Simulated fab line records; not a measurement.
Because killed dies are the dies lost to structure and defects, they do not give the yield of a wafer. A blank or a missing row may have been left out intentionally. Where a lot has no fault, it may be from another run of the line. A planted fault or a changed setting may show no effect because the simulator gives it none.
Lot-split experiment + flow n5 finfet + 21 wafers read from 7 lots, route of 1938 steps

## ON THE SPLIT
At N5_BEOL_M6_ILD_DEP_00 (deposits SiCOH lowk from DEMS/porogen, target thk 179.75 nm, time 33.4 s), the setting time s was moved away from the recipe's 33.4 s on 9 of the 21 wafers read, by -13.3% to +14.6%. All remaining wafers had this setting at the recipe value.

## SPLIT TO READING: what lies between them in the file, 1 step
- N5_BEOL_M6_CURE_74: cures SiCOH lowk, time 240 s

## THE READING
At N5_BEOL_M6_THK_MEAS_01: M6_ILD_THK, given in nm. Typical for fault-free wafers on this fab line: 155.0 nm, with standard deviation 2 nm.

| wafer  | tool, chamber at the split | time s as run, s | against the recipe | M6_ILD_THK, nm | against lot-mates on the recipe |
|--------|----------------------------|------------------|--------------------|----------------|---------------------------------|
| L076.2 | pecvd-04, 1                | 35.05            | +4.9%              | 160.0          | no lot-mate on the recipe       |
| L076.3 | pecvd-04, 2                | 35.05            | +4.9%              | 163.5          | no lot-mate on the recipe       |
| L076.4 | pecvd-04, 2                | 35.05            | +4.9%              | 163.7          | no lot-mate on the recipe       |
| L081.2 | pecvd-04, 0                | 35.23            | +5.5%              | 162.2          | +3.9                            |
| L081.4 | pecvd-04, 1                | 33.4             | recipe             | 156.7          | -                               |
| L081.5 | pecvd-04, 1                | 33.4             | recipe             | 159.9          | -                               |
| L080.1 | pecvd-04, 0                | 28.95            | -13.3%             | 132.5          | -23.0                           |
| L080.4 | pecvd-04, 1                | 33.4             | recipe             | 155.5          | -                               |
| L080.6 | pecvd-04, 0                | 28.95            | -13.3%             | 133.0          | -22.5                           |
| L082.1 | pecvd-01, 0,2              | 33.4             | recipe             | 154.4          | -                               |
| L082.2 | pecvd-01, 0,2              | 33.4             | recipe             | 154.5          | -                               |
| L082.6 | pecvd-01, 2                | 37.52            | +12.3%             | 177.3          | +22.9                           |
| L088.2 | pecvd-01, 1                | 33.4             | recipe             | 154.1          | -                               |
| L088.5 | pecvd-01, 2                | 38.28            | +14.6%             | 179.9          | +25.2                           |
| L088.6 | pecvd-01, 0                | 33.4             | recipe             | 155.4          | -                               |
| L095.2 | pecvd-03, 0                | 33.4             | recipe             | 154.1          | -                               |
| L095.3 | pecvd-03, 1                | 33.4             | recipe             | 154.5          | -                               |
| L095.4 | pecvd-03, 0                | 33.4             | recipe             | 155.2          | -                               |
| L097.2 | pecvd-03, 2                | 33.4             | recipe             | 156.4          | -                               |
| L097.4 | pecvd-03, 2                | 33.4             | recipe             | 157.9          | -                               |
| L097.5 | pecvd-03, 1                | 31.87            | -4.6%              | 148.4          | -8.8                            |
When a row names more than one chamber, that row covers several wafers, and the file does not tell which wafer ran in which chamber.

FIT RESULTS
A straight line over all 21 wafers: M6_ILD_THK changes by +1.66 nm for each +1% of time s; r = +0.99; the points scatter about the line by 1.7 nm.
The same after taking each lot's own level away (the mean of its wafers on the recipe; 18 wafers): +1.71 nm for each +1%; r = +0.99; scatter 1.6 nm.
That fit puts the effect of the largest move of time s on the reading at 25 nm.
From 154.45 to 158.30 nm: that is the span of the lots' own levels, equal to 1.9 times the standard deviation above.
The two slopes are in agreement: the lot-to-lot level therefore moves the slope only a little.
Check: +24.5 nm against its lot-mates is what the line predicts for one of the wafers moved furthest among these (+14.6%) when that wafer is left out of the fit. It came out at +25.2 nm against them.

## ADDITIONAL SPLITS CARRIED BY THESE WAFERS
Note: prior to the reading, these wafers also went through further splits. Each is held against what the fit with the lots' levels taken away leaves over:
| other split on the same wafers   | wafers away from the commonest value | r with M6_ILD_THK (lot level and that fit taken away) |
|----------------------------------|--------------------------------------|-------------------------------------------------------|
| N5_BEOL_M1_COAT_61 spin rpm      | 7                                    | -0.11                                                 |
| N5_BEOL_M1_COAT_05 spin rpm      | 7                                    | +0.13                                                 |
| N5_BEOL_M1_VIA_ETCH_34 time s    | 5                                    | +0.39                                                 |
| N5_BEOL_M1_TRENCH_ETCH_37 bias w | 7                                    | -0.22                                                 |
| N5_BEOL_M2_ETCH_64 time s        | 6                                    | +0.18                                                 |
| N5_BEOL_M4_COAT_22 spin rpm      | 7                                    | -0.06                                                 |
| N5_BEOL_M4_DESCUM_33 time s      | 8                                    | +0.22                                                 |

## THE WHOLE CHAIN: every reading that the file lists as answering this split, in the file's order
| step                   | what it does                                                             | reading                                                                                  | change (the file's fit)              | r (the file's) |
|------------------------|--------------------------------------------------------------------------|------------------------------------------------------------------------------------------|--------------------------------------|----------------|
| N5_BEOL_M6_ILD_DEP_00  | deposits SiCOH lowk from DEMS/porogen, target thk 179.75 nm, time 33.4 s | SiCOH_lowk_of_BEOL_M6_ILD_DEP_00.thk nm (the simulator's own value, which no gauge read) | +1.94 nm for each +1% of the setting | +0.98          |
| N5_BEOL_M6_CURE_74     | cures SiCOH lowk, time 240 s                                             | SiCOH_lowk_of_BEOL_M6_ILD_DEP_00.thk nm (the simulator's own value, which no gauge read) | +1.7 nm for each +1% of the setting  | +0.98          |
| N5_BEOL_M6_THK_MEAS_01 |                                                                          | M6_ILD_THK                                                                               | +1.7 for each +1% of the setting     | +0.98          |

## FILE'S OWN FIT
M6_ILD_THK changes by +1.7 nm for each +1% of time s, r = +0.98.
